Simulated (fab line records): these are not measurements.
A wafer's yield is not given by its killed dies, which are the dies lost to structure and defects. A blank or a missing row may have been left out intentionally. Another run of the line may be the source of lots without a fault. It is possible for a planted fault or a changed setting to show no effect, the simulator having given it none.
fab line records :: flow n5-finfet
[record]
  lots = 4
  wafers = 12
  last-day = 17
route steps=1938 shown BEOL_M4@1051 PASSIVATION@1936
lots that met no fault: from a run of the same line without faults
start-h: start of the lot's first displayed wafer, in hours after the record's first day :: wait-h: time in hours since the lot's previous step :: " identical to the entry in the row above :: L1.1+2: a single row standing in for several wafers :: - no value, or no start was given :: * or withheld: withheld :: < > ~ a bound
route shown NAME@n: NAME is a module with steps in the file, n the number in the route of the first one :: usual: the fault-free wafers' mean and standard deviation :: same: alike in all rows :: chamber/n: place in a boat :: sites: the reading at each site :: _std_site: standard deviation of those values :: _edge_site: inner sites' mean taken away from outer sites' mean :: radius-mm: how far each site lies from the wafer's centre :: mask NAME#n: copy n :: behind: the most recent tool/chamber to have shaped the wafer :: hold: cause of the lot's hold/its duration in hours/its outcome :: device: names the non-switching transistor (n, p or np) :: end of line: tests of these same wafers at the route's end :: a step given without rows: its recipe and nothing more :: killed: dies that structure and defects cost at the first sort, which is not the same as the wafer's yield :: map: per-die view of a wafer (x killed, . not killed, _ where there is no die)
set.NAME: the run value of the setting; set.NAME@STEP: its run value at that earlier step :: model.NAME: the simulator's own value behind a step, which no gauge read
lots at selected steps of the route; one table per step, one row per wafer
services: when a tool's chamber went out of use (start-h, in hours from the record's first day, below 0 if earlier), for how many hours, and the reason
[[steps]]
[step N5_BEOL_M4_EBR_24]
[recipe]
  solvent = PGMEA
  ebr-width-mm = 1.5
[step N5_BEOL_M4_SOFTBAKE_23]
[recipe]
  temp-c = 110
  time-s = 60
  resist = CAR-EUV
[step N5_BEOL_M4_EXPOSE_25]
[recipe]
  mask-id = V3
  na = 0.33
  source-shape = quasar
  sigma-inner = 0.2
  sigma-outer = 0.8
  polarization = unpolarized
  defocus-nm = 5
  dose-mj = 63
[step N5_BEOL_M4_PEB_26]
[recipe]
  peb-temp-c = 100
  peb-time-s = 60
  resist = CAR-EUV
[step N5_BEOL_M4_DEVELOP_27]
[recipe]
  develop-time-s = 30
  developer = TMAH
  resist = CAR-EUV
  rinse-liquid = surfactant-rinse
  dry = air-spin
  dev-temp-c = 23
[step N5_BEOL_M4_DESCUM_33]
[recipe]
  chemistry = O2
  time-s = 7
  source-power-w = 50
  bias-power-w = 20
  pressure-mtorr = 20
  rf-frequency-hz = 2.712e+07
  temp-c = 40
  resist = CAR-EUV
  o2-flow-sccm = 225
[step N5_BEOL_M4_ETCH_77]
[recipe]
  chemistry = N2/H2
  target = underlayer
  target-depth-a = 65
  mask-material = CAR-EUV
  time-s = 5.2
  ion-energy-ev = 200
  pressure-mtorr = 30
  source-w = 840
  bias-w = 150
  n2-flow-sccm = 200
  h2-flow-sccm = 200
  ends = cleared
[step N5_BEOL_M4_ETCH_69]
[recipe]
  chemistry = CF4
  target = SiARC
  target-depth-a = 156
  mask-material = CAR-EUV
  time-s = 26
  ion-energy-ev = 80
  pressure-mtorr = 40
  source-w = 545
  bias-w = 36
  Ar_flow_sccm = 100
  cf4-flow-sccm = 100
  ends = cleared
[step N5_BEOL_M4_ALD_98]
[recipe]
  material = SiO2
  target-thk-a = 25
  temp-c = 100
  ald-precursor-family = BDEAS
  ald-co-reactant = O2-plasma
  pulse-time-s = 1
  co-reactant-pulse-time-s = 1
  purge-time-s = 2
  co-reactant-purge-time-s = 2
  ald-cycles = 17
  pressure-torr = 2
[step N5_BEOL_M4_ETCHBACK_99]
[recipe]
  chemistry = CHF3
  target = SiO2
  target-depth-a = 50
  time-s = 10.4
  source-w = 215
  bias-w = 47
  Ar_flow_sccm = 200
  CHF3_flow_sccm = 12
  ion-energy-ev = 100
  pressure-mtorr = 30
[usual]
  CHF3_flow_sccm = 11.99/0.036
  bias-w = 47.01/0.13
  drypump-motor-current-A = 5.64/0.29
  oes-product-au = 0.73/0.063
  rf-vpp-V = 240/4.6
  showerhead-plenum-p-Torr = 2.16/0.071
  throttle-valve-pct = 17.15/0.23
lot.wafer: L608.2
tool: rie-diel-02
chamber: 2
start-h: 214.80
wait-h: 2.1
CHF3_flow_sccm: 11.99
bias-w: 46.87
drypump-motor-current-A: 5.42
oes-product-au: 0.71
rf-hours-counter-h: 239
rf-vpp-V: 241
showerhead-plenum-p-Torr: 2.12
throttle-valve-pct: 17.09
model.CAR-EUV_of_BEOL_M4_COAT_22.thk-nm: 10.4

lot.wafer: L608.4
tool: rie-diel-02
chamber: 1
start-h: 214.80
wait-h: 2.1
CHF3_flow_sccm: 11.95
bias-w: 46.75
drypump-motor-current-A: 5.87
oes-product-au: 0.71
rf-hours-counter-h: 225
rf-vpp-V: 243
showerhead-plenum-p-Torr: 2.20
throttle-valve-pct: 17.28
model.CAR-EUV_of_BEOL_M4_COAT_22.thk-nm: 10.6

lot.wafer: L608.5
tool: rie-diel-02
chamber: 2
start-h: 214.80
wait-h: 2.1
CHF3_flow_sccm: 12.04
bias-w: 46.89
drypump-motor-current-A: 5.41
oes-product-au: 0.71
rf-hours-counter-h: -
rf-vpp-V: 242
showerhead-plenum-p-Torr: 2.12
throttle-valve-pct: 17.09
model.CAR-EUV_of_BEOL_M4_COAT_22.thk-nm: 10.6

lot.wafer: L619.3
tool: rie-diel-02
chamber: 2
start-h: 277.76
wait-h: 16.5
CHF3_flow_sccm: -
bias-w: -
drypump-motor-current-A: -
oes-product-au: -
rf-hours-counter-h: -
rf-vpp-V: -
showerhead-plenum-p-Torr: -
throttle-valve-pct: -
model.CAR-EUV_of_BEOL_M4_COAT_22.thk-nm: 11

lot.wafer: L619.4
tool: rie-diel-02
chamber: 3
start-h: 277.76
wait-h: 16.5
CHF3_flow_sccm: -
bias-w: -
drypump-motor-current-A: -
oes-product-au: -
rf-hours-counter-h: -
rf-vpp-V: -
showerhead-plenum-p-Torr: -
throttle-valve-pct: -
model.CAR-EUV_of_BEOL_M4_COAT_22.thk-nm: 11

lot.wafer: L619.6
tool: rie-diel-02
chamber: 0
start-h: 277.76
wait-h: 16.5
CHF3_flow_sccm: -
bias-w: -
drypump-motor-current-A: -
oes-product-au: -
rf-hours-counter-h: -
rf-vpp-V: -
showerhead-plenum-p-Torr: -
throttle-valve-pct: -
model.CAR-EUV_of_BEOL_M4_COAT_22.thk-nm: 11

lot.wafer: L620.3
tool: rie-diel-06
chamber: 1
start-h: 278.03
wait-h: 4.0
CHF3_flow_sccm: -
bias-w: -
drypump-motor-current-A: -
oes-product-au: -
rf-hours-counter-h: -
rf-vpp-V: -
showerhead-plenum-p-Torr: -
throttle-valve-pct: -
model.CAR-EUV_of_BEOL_M4_COAT_22.thk-nm: 11

lot.wafer: L620.4
tool: rie-diel-06
chamber: 2
start-h: 278.03
wait-h: 4.0
CHF3_flow_sccm: -
bias-w: -
drypump-motor-current-A: -
oes-product-au: -
rf-hours-counter-h: -
rf-vpp-V: -
showerhead-plenum-p-Torr: -
throttle-valve-pct: -
model.CAR-EUV_of_BEOL_M4_COAT_22.thk-nm: 11.2

lot.wafer: L620.6
tool: rie-diel-06
chamber: 1
start-h: 278.03
wait-h: 4.0
CHF3_flow_sccm: -
bias-w: -
drypump-motor-current-A: -
oes-product-au: -
rf-hours-counter-h: -
rf-vpp-V: -
showerhead-plenum-p-Torr: -
throttle-valve-pct: -
model.CAR-EUV_of_BEOL_M4_COAT_22.thk-nm: 11

lot.wafer: L623.1
tool: rie-diel-03
chamber: 3
start-h: 305.75
wait-h: 1.0
CHF3_flow_sccm: 11.99
bias-w: 47.16
drypump-motor-current-A: 5.92
oes-product-au: 0.79
rf-hours-counter-h: 97
rf-vpp-V: 242
showerhead-plenum-p-Torr: 2.24
throttle-valve-pct: 16.92
model.CAR-EUV_of_BEOL_M4_COAT_22.thk-nm: 10.4

lot.wafer: L623.3
tool: rie-diel-03
chamber: 1
start-h: 305.75
wait-h: 1.0
CHF3_flow_sccm: 12.02
bias-w: 46.88
drypump-motor-current-A: 5.27
oes-product-au: 0.68
rf-hours-counter-h: 239
rf-vpp-V: 231
showerhead-plenum-p-Torr: 2.20
throttle-valve-pct: 17.13
model.CAR-EUV_of_BEOL_M4_COAT_22.thk-nm: 10.6

lot.wafer: L623.4
tool: rie-diel-03
chamber: 0
start-h: 305.75
wait-h: 1.0
CHF3_flow_sccm: 11.94
bias-w: 46.97
drypump-motor-current-A: 5.55
oes-product-au: 0.74
rf-hours-counter-h: 197
rf-vpp-V: 237
showerhead-plenum-p-Torr: 2.05
throttle-valve-pct: 17.17
model.CAR-EUV_of_BEOL_M4_COAT_22.thk-nm: 10.6
[step N5_BEOL_M4_ETCH_70]
[recipe]
  chemistry = N2/H2
  target = SOC
  target-depth-a = 800
  overetch-a = 240
  mask-material = SiARC
  temp-c = 40
  time-s = 130
  ion-energy-ev = 200
  pressure-mtorr = 30
  source-w = 840
  bias-w = 150
  n2-flow-sccm = 200
  h2-flow-sccm = 200
[step N5_BEOL_M4_RC_MEAS_101]
[usual]
  DIBL_N = 36.5/1.7
  DIBL_P = 36.3/2.1
  IOFF_N = 0.16/0.036
  IOFF_P = 0.21/0.037
  ION_N = 676/12
  ION_P = 462/7.6
  SS_N = 71.5/0.68
  SS_P = 73.3/0.63
  VT_N = 249/3.5
  VT_P = -250/3.5
lot.wafer: L608.2
tool: prober-01
chamber: 0
start-h: 219.90
wait-h: 0.2
DIBL_N[mV/V]: 36.2
DIBL_P[mV/V]: 36.0
IOFF_N[nA/um]: 0.16
IOFF_P[nA/um]: 0.21
ION_N[uA/um]: 663
ION_P[uA/um]: 460
SS_N[mV/dec]: 72.8
SS_P[mV/dec]: 72.9
VT_N[mV]: 251
VT_P[mV]: -248

lot.wafer: L608.4
tool: prober-01
chamber: 0
start-h: 219.90
wait-h: 0.2
DIBL_N[mV/V]: 37.3
DIBL_P[mV/V]: 38.8
IOFF_N[nA/um]: 0.18
IOFF_P[nA/um]: 0.26
ION_N[uA/um]: 674
ION_P[uA/um]: 468
SS_N[mV/dec]: 72.2
SS_P[mV/dec]: 73.1
VT_N[mV]: 248
VT_P[mV]: -244

lot.wafer: L608.5
tool: prober-01
chamber: 0
start-h: 219.90
wait-h: 0.2
DIBL_N[mV/V]: 34.9
DIBL_P[mV/V]: 36.4
IOFF_N[nA/um]: 0.14
IOFF_P[nA/um]: 0.21
ION_N[uA/um]: 670
ION_P[uA/um]: 461
SS_N[mV/dec]: 72.1
SS_P[mV/dec]: 72.9
VT_N[mV]: 253
VT_P[mV]: -246

lot.wafer: L623.1
tool: prober-02
chamber: 0
start-h: 310.71
wait-h: 0.0
DIBL_N[mV/V]: 36.5
DIBL_P[mV/V]: 37.3
IOFF_N[nA/um]: 0.16
IOFF_P[nA/um]: 0.23
ION_N[uA/um]: 685
ION_P[uA/um]: 476
SS_N[mV/dec]: 71.7
SS_P[mV/dec]: 73.9
VT_N[mV]: 247
VT_P[mV]: -249

lot.wafer: L623.3
tool: prober-02
chamber: 0
start-h: 310.71
wait-h: 0.0
DIBL_N[mV/V]: 34.3
DIBL_P[mV/V]: 33.8
IOFF_N[nA/um]: 0.12
IOFF_P[nA/um]: 0.19
ION_N[uA/um]: 667
ION_P[uA/um]: 466
SS_N[mV/dec]: 70.7
SS_P[mV/dec]: 73.0
VT_N[mV]: 253
VT_P[mV]: -250

lot.wafer: L623.4
tool: prober-02
chamber: 0
start-h: 310.71
wait-h: 0.0
DIBL_N[mV/V]: 37.0
DIBL_P[mV/V]: 35.8
IOFF_N[nA/um]: 0.15
IOFF_P[nA/um]: 0.21
ION_N[uA/um]: 676
ION_P[uA/um]: 469
SS_N[mV/dec]: 71.6
SS_P[mV/dec]: 72.9
VT_N[mV]: 250
VT_P[mV]: -248
[step N5_PASSIVATION_PROBE_49]
[usual]
  defect-limited-yield = 91.4/1.5
  killed_at_M0_to_M3 = 34/12
  killed_at_M4_up = 12/4.9
  killed-at-contacts = 13/7.2
  killed-at-front-end = 39/12
  killed-at-other = 3.7/2.9
  killed-dies = 101/18
  killed-on-rim = 13/4
  killed-open = 67/14
  killed-short = 33/7.2
  sort_bin_5_function = 5.1/0.97
  sort_bin_6_memory = 3.2/0.67
  sort-n-pass = 1079/17
  sort-yield-pct = 91.4/1.5
[same]
  gross-dies = 1180
  killed-at-back-side = 0
  sort_bin_4_leakage[%] = 0
  sort_bin_8_speed[%] = 0
lot.wafer: L608.2
tool: prober-02
chamber: -
start-h: 321.73
wait-h: 0.1
defect-limited-yield[%]: 88.7
killed_at_M0_to_M3: 30
killed_at_M4_up: 21
killed-at-contacts: 17
killed-at-front-end: 60
killed-at-other: 5
killed-dies: 133
killed-on-rim: 25
killed-open: 94
killed-short: 39
sort_bin_5_function[%]: 7.2
sort_bin_6_memory[%]: 3.7
sort-n-pass: 1047
sort-yield-pct[%]: 88.7

lot.wafer: L608.4
tool: prober-02
chamber: -
start-h: 321.83
wait-h: 0.2
defect-limited-yield[%]: 89.8
killed_at_M0_to_M3: 30
killed_at_M4_up: 10
killed-at-contacts: 21
killed-at-front-end: 56
killed-at-other: 3
killed-dies: 120
killed-on-rim: 15
killed-open: 77
killed-short: 42
sort_bin_5_function[%]: 6.6
sort_bin_6_memory[%]: 3.3
sort-n-pass: 1060
sort-yield-pct[%]: 89.8

lot.wafer: L608.5
tool: prober-02
chamber: -
start-h: 321.88
wait-h: 0.2
defect-limited-yield[%]: 88.7
killed_at_M0_to_M3: 31
killed_at_M4_up: 18
killed-at-contacts: 17
killed-at-front-end: 61
killed-at-other: 6
killed-dies: 133
killed-on-rim: 12
killed-open: 87
killed-short: 45
sort_bin_5_function[%]: 7.0
sort_bin_6_memory[%]: 3.8
sort-n-pass: 1047
sort-yield-pct[%]: 88.7

lot.wafer: L619.3
tool: prober-02
chamber: -
start-h: 398.09
wait-h: 0.7
defect-limited-yield[%]: 0
killed_at_M0_to_M3: 24
killed_at_M4_up: 1098
killed-at-contacts: 20
killed-at-front-end: 34
killed-at-other: 4
killed-dies: 1180
killed-on-rim: 152
killed-open: 65
killed-short: 33
sort_bin_5_function[%]: 96.9
sort_bin_6_memory[%]: 3.1
sort-n-pass: 0
sort-yield-pct[%]: 0

lot.wafer: L619.4
tool: prober-02
chamber: -
start-h: 398.14
wait-h: 0.7
defect-limited-yield[%]: 0
killed_at_M0_to_M3: 22
killed_at_M4_up: 1112
killed-at-contacts: 13
killed-at-front-end: 24
killed-at-other: 9
killed-dies: 1180
killed-on-rim: 152
killed-open: 60
killed-short: 28
sort_bin_5_function[%]: 96.6
sort_bin_6_memory[%]: 2.9
sort-n-pass: 0
sort-yield-pct[%]: 0

lot.wafer: L619.6
tool: prober-02
chamber: -
start-h: 398.24
wait-h: 0.8
defect-limited-yield[%]: 0
killed_at_M0_to_M3: 38
killed_at_M4_up: 1097
killed-at-contacts: 13
killed-at-front-end: 27
killed-at-other: 5
killed-dies: 1180
killed-on-rim: 152
killed-open: 53
killed-short: 40
sort_bin_5_function[%]: 96.3
sort_bin_6_memory[%]: 3.3
sort-n-pass: 0
sort-yield-pct[%]: 0

lot.wafer: L620.3
tool: prober-01
chamber: -
start-h: 399.50
wait-h: 0.1
defect-limited-yield[%]: 0
killed_at_M0_to_M3: 41
killed_at_M4_up: 1109
killed-at-contacts: 3
killed-at-front-end: 25
killed-at-other: 2
killed-dies: 1180
killed-on-rim: 152
killed-open: 55
killed-short: 28
sort_bin_5_function[%]: 97.3
sort_bin_6_memory[%]: 2.6
sort-n-pass: 0
sort-yield-pct[%]: 0

lot.wafer: L620.4
tool: prober-01
chamber: -
start-h: 399.55
wait-h: 0.2
defect-limited-yield[%]: 0
killed_at_M0_to_M3: 27
killed_at_M4_up: 1126
killed-at-contacts: 3
killed-at-front-end: 17
killed-at-other: 7
killed-dies: 1180
killed-on-rim: 152
killed-open: 50
killed-short: 15
sort_bin_5_function[%]: 98.1
sort_bin_6_memory[%]: 1.9
sort-n-pass: 0
sort-yield-pct[%]: 0

lot.wafer: L620.6
tool: prober-01
chamber: -
start-h: 399.65
wait-h: 0.3
defect-limited-yield[%]: 0
killed_at_M0_to_M3: 44
killed_at_M4_up: 1094
killed-at-contacts: 8
killed-at-front-end: 27
killed-at-other: 7
killed-dies: 1180
killed-on-rim: 152
killed-open: 63
killed-short: 38
sort_bin_5_function[%]: 96.1
sort_bin_6_memory[%]: 3.6
sort-n-pass: 0
sort-yield-pct[%]: 0
// killed by level:class
L608.2 FIN_SAQP:geometric-particle:open=24 MOL_CONTACT_COAG:geometric-particle:open=14 BEOL_M4:geometric-particle:open=9 GATE_CUT:geometric-particle:short=8 BEOL_M0_SAQP:geometric-particle:open=7 BEOL_M3:geometric-particle:open=7 BEOL_M0_SAQP:geometric-particle:short=6 BEOL_M2:geometric-particle:open=6
L608.4 FIN_SAQP:geometric-particle:open=19 MOL_CONTACT_COAG:geometric-particle:open=16 FIN_SAQP:geometric-particle:short=14 BEOL_M0_SAQP:geometric-particle:short=10 BEOL_M0_SAQP:geometric-particle:open=7 STI_FIN_REVEAL:geometric-particle:open=6 MOL_CONTACT_COAG:geometric-particle:short=5 BEOL_M3:geometric-particle:open=5
L608.5 STI_FIN_REVEAL:geometric-particle:open=14 MOL_CONTACT_COAG:geometric-particle:open=13 FIN_SAQP:geometric-particle:short=12 BEOL_M2:geometric-particle:open=11 FIN_SAQP:geometric-particle:open=8 DUMMY_GATE:geometric-particle:open=7 BEOL_M4:geometric-particle:short=6 BEOL_M0_SAQP:geometric-particle:short=5
L619.3 BEOL_M4:area-etchback=1082 MOL_CONTACT_COAG:geometric-particle:open=14 GATE_CUT:geometric-particle:open=8 FIN_SAQP:geometric-particle:open=7 GATE_CUT:geometric-particle:short=7 BEOL_M4:geometric-particle:open=7 FIN_SAQP:geometric-particle:short=6 MOL_CONTACT_COAG:geometric-particle:short=6
L619.4 BEOL_M4:area-etchback=1090 BEOL_M4:geometric-particle:open=14 MOL_CONTACT_COAG:geometric-particle:open=9 BEOL_M2:geometric-particle:open=7 PASS1_CAP:geometric-particle:short=6 STI_FIN_REVEAL:geometric-particle:open=4 MOL_CONTACT_COAG:geometric-particle:short=4 BEOL_M1:geometric-particle:open=4
L619.6 BEOL_M4:area-etchback=1086 BEOL_M0_SAQP:geometric-particle:open=10 MOL_CONTACT_COAG:geometric-particle:open=9 BEOL_M0_SAQP:geometric-particle:short=9 BEOL_M2:geometric-particle:short=6 BEOL_M1:geometric-particle:open=5 STI_FIN_REVEAL:geometric-particle:open=4 MOL_CONTACT_COAG:geometric-particle:short=4
L620.3 BEOL_M4:area-etchback=1094 BEOL_M2:geometric-particle:open=12 DUMMY_GATE:geometric-particle:open=8 BEOL_M0_SAQP:geometric-particle:short=8 BEOL_M8:geometric-particle:open=6 BEOL_M0_SAQP:geometric-particle:open=5 BEOL_M0:geometric-particle:open=5 BEOL_M1:geometric-particle:open=5
L620.4 BEOL_M4:area-etchback=1113 BEOL_M0:geometric-particle:open=9 BEOL_M1:geometric-particle:open=5 BEOL_M3:geometric-particle:open=5 BEOL_M4:geometric-particle:open=5 FIN_SAQP:geometric-particle:open=4 DUMMY_GATE:geometric-particle:open=3 MOL_CONTACT_COAG:geometric-particle:open=3
L620.6 BEOL_M4:area-etchback=1073 BEOL_M0_SAQP:geometric-particle:short=10 BEOL_M4:geometric-particle:open=10 BEOL_M0_SAQP:geometric-particle:open=9 BEOL_M0:geometric-particle:open=7 MOL_CONTACT_COAG:geometric-particle:open=6 DUMMY_GATE:geometric-particle:short=5 DUMMY_GATE:geometric-particle:open=5
// map L619.3 (x killed, . not)
_________________xxxxxxxxxxxx________________
______________xxxxxxxxxxxxxxxxxx_____________
___________xxxxxxxxxxxxxxxxxxxxxxxx__________
__________xxxxxxxxxxxxxxxxxxxxxxxxxx_________
________xxxxxxxxxxxxxxxxxxxxxxxxxxxxxx_______
_______xxxxxxxxxxxxxxxxxxxxxxxxxxxxxxxx______
______xxxxxxxxxxxxxxxxxxxxxxxxxxxxxxxxxx_____
_____xxxxxxxxxxxxxxxxxxxxxxxxxxxxxxxxxxxx____
____xxxxxxxxxxxxxxxxxxxxxxxxxxxxxxxxxxxxxx___
___xxxxxxxxxxxxxxxxxxxxxxxxxxxxxxxxxxxxxxxx__
___xxxxxxxxxxxxxxxxxxxxxxxxxxxxxxxxxxxxxxxx__
__xxxxxxxxxxxxxxxxxxxxxxxxxxxxxxxxxxxxxxxxxx_
__xxxxxxxxxxxxxxxxxxxxxxxxxxxxxxxxxxxxxxxxxx_
_xxxxxxxxxxxxxxxxxxxxxxxxxxxxxxxxxxxxxxxxxxxx
_xxxxxxxxxxxxxxxxxxxxxxxxxxxxxxxxxxxxxxxxxxxx
_xxxxxxxxxxxxxxxxxxxxxxxxxxxxxxxxxxxxxxxxxxxx
_xxxxxxxxxxxxxxxxxxxxxxxxxxxxxxxxxxxxxxxxxxxx
_xxxxxxxxxxxxxxxxxxxxxxxxxxxxxxxxxxxxxxxxxxxx
_xxxxxxxxxxxxxxxxxxxxxxxxxxxxxxxxxxxxxxxxxxxx
_xxxxxxxxxxxxxxxxxxxxxxxxxxxxxxxxxxxxxxxxxxxx
_xxxxxxxxxxxxxxxxxxxxxxxxxxxxxxxxxxxxxxxxxxxx
__xxxxxxxxxxxxxxxxxxxxxxxxxxxxxxxxxxxxxxxxxx_
__xxxxxxxxxxxxxxxxxxxxxxxxxxxxxxxxxxxxxxxxxx_
___xxxxxxxxxxxxxxxxxxxxxxxxxxxxxxxxxxxxxxxx__
___xxxxxxxxxxxxxxxxxxxxxxxxxxxxxxxxxxxxxxxx__
____xxxxxxxxxxxxxxxxxxxxxxxxxxxxxxxxxxxxxx___
_____xxxxxxxxxxxxxxxxxxxxxxxxxxxxxxxxxxxx____
______xxxxxxxxxxxxxxxxxxxxxxxxxxxxxxxxxx_____
_______xxxxxxxxxxxxxxxxxxxxxxxxxxxxxxxx______
________xxxxxxxxxxxxxxxxxxxxxxxxxxxxxx_______
__________xxxxxxxxxxxxxxxxxxxxxxxxxx_________
___________xxxxxxxxxxxxxxxxxxxxxxxx__________
______________xxxxxxxxxxxxxxxxxx_____________
_________________xxxxxxxxxxxx________________
// map L620.3 (x killed, . not)
_________________xxxxxxxxxxxx________________
______________xxxxxxxxxxxxxxxxxx_____________
___________xxxxxxxxxxxxxxxxxxxxxxxx__________
__________xxxxxxxxxxxxxxxxxxxxxxxxxx_________
________xxxxxxxxxxxxxxxxxxxxxxxxxxxxxx_______
_______xxxxxxxxxxxxxxxxxxxxxxxxxxxxxxxx______
______xxxxxxxxxxxxxxxxxxxxxxxxxxxxxxxxxx_____
_____xxxxxxxxxxxxxxxxxxxxxxxxxxxxxxxxxxxx____
____xxxxxxxxxxxxxxxxxxxxxxxxxxxxxxxxxxxxxx___
___xxxxxxxxxxxxxxxxxxxxxxxxxxxxxxxxxxxxxxxx__
___xxxxxxxxxxxxxxxxxxxxxxxxxxxxxxxxxxxxxxxx__
__xxxxxxxxxxxxxxxxxxxxxxxxxxxxxxxxxxxxxxxxxx_
__xxxxxxxxxxxxxxxxxxxxxxxxxxxxxxxxxxxxxxxxxx_
_xxxxxxxxxxxxxxxxxxxxxxxxxxxxxxxxxxxxxxxxxxxx
_xxxxxxxxxxxxxxxxxxxxxxxxxxxxxxxxxxxxxxxxxxxx
_xxxxxxxxxxxxxxxxxxxxxxxxxxxxxxxxxxxxxxxxxxxx
_xxxxxxxxxxxxxxxxxxxxxxxxxxxxxxxxxxxxxxxxxxxx
_xxxxxxxxxxxxxxxxxxxxxxxxxxxxxxxxxxxxxxxxxxxx
_xxxxxxxxxxxxxxxxxxxxxxxxxxxxxxxxxxxxxxxxxxxx
_xxxxxxxxxxxxxxxxxxxxxxxxxxxxxxxxxxxxxxxxxxxx
_xxxxxxxxxxxxxxxxxxxxxxxxxxxxxxxxxxxxxxxxxxxx
__xxxxxxxxxxxxxxxxxxxxxxxxxxxxxxxxxxxxxxxxxx_
__xxxxxxxxxxxxxxxxxxxxxxxxxxxxxxxxxxxxxxxxxx_
___xxxxxxxxxxxxxxxxxxxxxxxxxxxxxxxxxxxxxxxx__
___xxxxxxxxxxxxxxxxxxxxxxxxxxxxxxxxxxxxxxxx__
____xxxxxxxxxxxxxxxxxxxxxxxxxxxxxxxxxxxxxx___
_____xxxxxxxxxxxxxxxxxxxxxxxxxxxxxxxxxxxx____
______xxxxxxxxxxxxxxxxxxxxxxxxxxxxxxxxxx_____
_______xxxxxxxxxxxxxxxxxxxxxxxxxxxxxxxx______
________xxxxxxxxxxxxxxxxxxxxxxxxxxxxxx_______
__________xxxxxxxxxxxxxxxxxxxxxxxxxx_________
___________xxxxxxxxxxxxxxxxxxxxxxxx__________
______________xxxxxxxxxxxxxxxxxx_____________
_________________xxxxxxxxxxxx________________
[[services]]
tool: rie-diel-03
chamber: 3
start-h: 225.89
hours: 3.9
kind: repair

tool: rie-diel-02
chamber: 2
start-h: 241.87
hours: -
kind: clean

tool: rie-diel-02
chamber: 2
start-h: 241.87
hours: -
kind: consumable-replace:focus-ring

tool: rie-diel-02
chamber: 2
start-h: 241.87
hours: 24.2
kind: scheduled-down

tool: rie-diel-02
chamber: 2
start-h: 241.87
hours: 24.2
kind: vent-cycle

tool: rie-diel-03
chamber: 2
start-h: 256.56
hours: -
kind: clean

tool: rie-diel-03
chamber: 2
start-h: 256.56
hours: -
kind: consumable-replace:focus-ring

tool: rie-diel-03
chamber: 2
start-h: 256.56
hours: 32.4
kind: scheduled-down

tool: rie-diel-03
chamber: 2
start-h: 256.56
hours: 32.4
kind: vent-cycle

tool: rie-diel-06
chamber: 2
start-h: 279.68
hours: 6.7
kind: repair

tool: rie-diel-02
chamber: 0
start-h: 290.62
hours: -
kind: clean

tool: rie-diel-02
chamber: 0
start-h: 290.62
hours: -
kind: consumable-replace:focus-ring

tool: rie-diel-02
chamber: 0
start-h: 290.62
hours: 26.0
kind: scheduled-down

tool: rie-diel-02
chamber: 0
start-h: 290.62
hours: 26.0
kind: vent-cycle

tool: rie-diel-06
chamber: 1
start-h: 303.13
hours: -
kind: clean

tool: rie-diel-06
chamber: 1
start-h: 303.13
hours: -
kind: consumable-replace:focus-ring

tool: rie-diel-06
chamber: 1
start-h: 303.13
hours: 17.1
kind: scheduled-down

tool: rie-diel-06
chamber: 1
start-h: 303.13
hours: 17.1
kind: vent-cycle
[[key]]
[first-sign]
  step = N5_BEOL_M4_ETCHBACK_99
  reading = tool-record
  direction = missing
[effect]
  step = N5_PASSIVATION_PROBE_49
  reading = killed_at_M4_up
  direction = up
  sigmas = 99+
  usual = 12
  struck = 1106
[model-effect]
  step = N5_BEOL_M4_ETCHBACK_99
  value = CAR-EUV_of_BEOL_M4_COAT_22.thk-nm
  without = 10.4
  struck = 11.03
[more-kills-born-at]
  N5_BEOL_M4_ETCHBACK_99@rie-diel-06 = 3280
  N5_BEOL_M4_ETCHBACK_99@rie-diel-02 = 3258
met-at N5_BEOL_M4_ETCHBACK_99
struck-wafers L619.3,L619.4,L619.6,L620.3,L620.4,L620.6
later-rows-left-out L619.3,L619.4,L619.6,L620.3,L620.4,L620.6
onset-between 214.80 277.76
[fault]
  kind = skipped-step-whole
  tool = rie-diel-02,rie-diel-06
  chamber = -
  onset-h = 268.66
  steps = N5_BEOL_M4_ETCHBACK_99
  scope = struck-lots-only
// later-rows-left-out: the simulator's readings of these wafers behind a module that went badly wrong aren't trusted and aren't shown, but for the sort
